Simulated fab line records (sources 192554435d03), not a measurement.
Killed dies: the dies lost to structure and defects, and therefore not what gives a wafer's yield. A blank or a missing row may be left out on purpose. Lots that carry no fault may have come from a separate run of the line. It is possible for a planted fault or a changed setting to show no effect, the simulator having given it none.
3 desks looking at one fault ; flow n5_finfet ; numbers are kept per desk, each desk with only its own; the story behind them comes last

## METROLOGY DESK
What the gauges read, lot by lot, whatever tool the lot ran on: means of the sampled wafers that have a number. The brackets show how far a lot's mean lies from the usual mean; more than 4 standard deviations puts the lot out of limits, marked OUT. Shown here are 7 of its 10 readings, the ones lying furthest out on some lot.
Columns: A = DIBL_N at N5_BEOL_M4_RC_MEAS_101, usual 35.9 mV/V; B = DIBL_P at N5_BEOL_M4_RC_MEAS_101, usual 35.9 mV/V; C = IOFF_N at N5_BEOL_M4_RC_MEAS_101, usual 0.155 nA/um; D = IOFF_P at N5_BEOL_M4_RC_MEAS_101, usual 0.201 nA/um; E = ION_P at N5_BEOL_M4_RC_MEAS_101, usual 460 uA/um; F = VT_N at N5_BEOL_M4_RC_MEAS_101, usual 250.0 mV; G = VT_P at N5_BEOL_M4_RC_MEAS_101, usual -251.6 mV
lot;first seen here;A;B;C;D;E;F;G
L719;day 9 02:19;36.6;35.9;0.150;0.193;459;250.9;-253.3
L723;day 10 00:45;34.4;34.1;0.133;0.150;448;251.7;-256.6
L724;day 10 08:11;37.5;37.8;0.186;0.202;457;247.0;-251.8
L726;day 11 03:59;35.6;36.0;0.143;0.195;464;251.9;-250.9
L727;day 11 08:32;33.8;36.3;0.149;0.208;465;249.4;-249.9
L736;day 12 22:28;38.4;39.1;0.198;0.247;465;245.2;-249.8
L737;day 13 16:23;36.2;38.3;0.208;0.246;465;243.9;-249.2
L738;day 13 18:04;36.0;35.3;0.148;0.183;455;250.5;-253.2
This desk's verdict: no lot among the 8 shows anything out of limits.

## AT THE TOOL OWNER'S DESK: cmp-04
The tool's own readings at N5_SDB_CMP_30 (polishes, stops on poly-Si, t overpolish 1.54 s, target thk 30 nm): means of the sampled wafers that have a number, for each lot that ran on this tool. The brackets show how far a lot's mean lies from the usual mean; more than 4 standard deviations puts the lot out of limits, marked OUT.
Columns: A = motor_current_A at N5_SDB_CMP_30, usual 12.3 A; B = overpolish_run_s at N5_SDB_CMP_30, usual 1.540 s; C = retaining_ring_pressure_frac at N5_SDB_CMP_30, usual 1.000; D = time_to_endpoint_s at N5_SDB_CMP_30, usual 18.2 s
lot;first seen here;A;B;C;D
L719;day 4 14:50;12.3;1.528;0.996;20.2
L724;day 6 02:56;12.4;1.542;1.000;19.9
L726;day 6 16:26;12.9;1.539;1.000;20.3
L727;day 6 23:31;12.4;1.545;1.002;18.7
This desk's verdict: no lot among the 4 shows anything out of limits.

## THE DEFECT DESK
Inspection counts along the route, by lot: the mean over sampled wafers that carry a number. The brackets show how far a lot's mean lies from the usual mean; more than 4 standard deviations puts the lot out of limits, marked OUT.
Columns: A = raw_defect_count at N5_SDB_INSPECT_13, usual 78; B = raw_defect_count at N5_SDB_INSPECT_36, usual 38; C = raw_defect_count at N5_DUMMY_REMOVAL_INSPECT_06, usual 11
lot;first seen here;A;B;C
L719;day 4 11:14;129;75;7
L723;day 5 13:54;49;27;7
L724;day 5 22:53;73;21;11
L726;day 6 12:43;57;467 (+24) OUT;439 (+76) OUT
L727;day 6 19:49;51;488 (+25) OUT;441 (+77) OUT
L736;day 8 17:04;69;30;10
L737;day 9 05:47;112;35;12
L738;day 9 06:07;71;28;17
This desk finds L726, L727 out of limits, L726 being first, at day 6 16:44 (raw_defect_count at N5_SDB_INSPECT_36). Within limits: L719, L723, L724, L736, L737, L738.

## TAKEN TOGETHER
The defect desk could have raised an alarm at day 6 16:44, on L726, L727.
From the metrology desk's view, nothing was out of limits.
The tool owner's desk saw nothing out of limits.
The metrology desk has L726, L727 on record, within its limits.
On record at the tool owner's desk: L726, L727, within its limits.
On cmp-04, each named lot ran N5_SDB_CMP_30.

## WHAT WAS PUT IN BY THE SIMULATOR
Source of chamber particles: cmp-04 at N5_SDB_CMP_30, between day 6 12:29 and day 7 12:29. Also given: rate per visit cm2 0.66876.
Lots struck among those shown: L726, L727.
Hours from the fault's start to each desk's first reading out of limits: the defect desk, 4.
